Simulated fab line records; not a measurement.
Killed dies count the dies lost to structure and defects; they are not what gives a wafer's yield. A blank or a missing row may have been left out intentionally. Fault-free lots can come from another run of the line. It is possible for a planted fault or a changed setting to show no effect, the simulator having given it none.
Matching of chambers || flow n5_finfet || N5_BEOL_M9_CURE_71 on uv_cure-02: 3 sister chambers
The step cures SiCOH lowk, time 240 s. 3 wafers are shown with their chamber, then 8 later ones without.

== WAFERS WITH THEIR CHAMBER ==
{"wafer": "L078.4", "chamber": 2, "wafer_temp_C_max": 385.8}
{"wafer": "L083.6", "chamber": 1, "wafer_temp_C_max": 387.2}
{"wafer": "L079.1", "chamber": 0, "wafer_temp_C_max": 386.4}

== WAFERS WITHOUT THEIR CHAMBER ==
{"wafer": "L079.2", "wafer_temp_C_max": 386.4}
{"wafer": "L079.6", "wafer_temp_C_max": 386.5}
{"wafer": "L094.1", "wafer_temp_C_max": 386.7}
{"wafer": "L094.2", "wafer_temp_C_max": 387.5}
{"wafer": "L094.6", "wafer_temp_C_max": 386.7}
{"wafer": "L095.1", "wafer_temp_C_max": 386.7}
{"wafer": "L095.4", "wafer_temp_C_max": 386.7}
{"wafer": "L095.6", "wafer_temp_C_max": 386.6}

== WHICH CHAMBER EACH ONE RAN IN ==
{"wafer": "L079.2", "from the rows above": 0, "in truth": 0}
{"wafer": "L079.6", "from the rows above": 0, "in truth": 0}
{"wafer": "L094.1", "from the rows above": "can't be placed: 0 or 1", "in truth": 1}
{"wafer": "L094.2", "from the rows above": 1, "in truth": 1}
{"wafer": "L094.6", "from the rows above": "can't be placed: 0 or 1", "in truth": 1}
{"wafer": "L095.1", "from the rows above": "can't be placed: 0 or 1", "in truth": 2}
{"wafer": "L095.4", "from the rows above": "can't be placed: 0 or 1", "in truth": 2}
{"wafer": "L095.6", "from the rows above": "can't be placed: 0 or 1", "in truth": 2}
Correct placement for 3 of the 8. Cannot be placed on the basis of these rows: 5; the candidates contain the true chamber in 2. 0 placed wrongly.
How it was worked out, from the rows above alone: a wafer's distance from a chamber is the root of the sum, over the readings, of the square of ((its reading less the chamber's mean) divided by the reading's scatter). The wafer belongs to the nearest chamber; if the next one is less than 2 further off, it can't be placed. A chamber's mean is the mean of its shown wafers. The scatter (one wafer shown for each chamber): square how far every hidden wafer sits from the nearest shown wafer, average those squares and take the square root.
